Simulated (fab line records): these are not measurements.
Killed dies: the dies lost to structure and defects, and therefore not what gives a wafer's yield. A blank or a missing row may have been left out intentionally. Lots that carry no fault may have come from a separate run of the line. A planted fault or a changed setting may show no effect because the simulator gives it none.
Matching of chambers | flow n5_finfet | N5_HKMG_FIN_ALD_36 on ald_metal-02: 4 sister chambers
The step deposits TiN, target thk 1 nm, pulse time 1 s, purge time 3 s. 4 wafers are shown with their chamber, then 9 later ones without.

== WAFERS WITH THEIR CHAMBER ==
wafer  | chamber | heater_power_w (W)
L087.5 | 2       | 883
L093.1 | 0       | 810
L093.2 | 3       | 887
L093.3 | 1       | 992

== WAFERS WITHOUT THEIR CHAMBER ==
wafer  | heater_power_w (W)
L093.4 | 877
L093.5 | 806
L093.6 | 961
L097.2 | 876
L097.4 | 897
L097.5 | 863
L096.1 | 873
L096.2 | 825
L096.4 | 866

== THE CHAMBER EACH PASSED THROUGH ==
wafer  | from the rows above     | in truth
L093.4 | can't be placed: 2 or 3 | 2
L093.5 | 0                       | 0
L093.6 | 1                       | 1
L097.2 | can't be placed: 2 or 3 | 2
L097.4 | can't be placed: 3 or 2 | 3
L097.5 | can't be placed: 2 or 3 | 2
L096.1 | can't be placed: 2 or 3 | 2
L096.2 | 0                       | 0
L096.4 | can't be placed: 2 or 3 | 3
Correctly placed: 3 of 9. Cannot be placed on the basis of these rows: 6; the candidates contain the true chamber in 6. Wrongly placed: 0.
How it was worked out, from the rows above alone: a wafer's distance from a chamber is the root of the sum, over the readings, of the square of ((its reading less the chamber's mean) divided by the reading's scatter). The wafer belongs to the nearest chamber; if the next one is less than 2 further off, it can't be placed. The mean given for a chamber averages the wafers shown for that chamber. The scatter (one wafer shown for each chamber): square how far every hidden wafer sits from the nearest shown wafer, average those squares and take the square root.
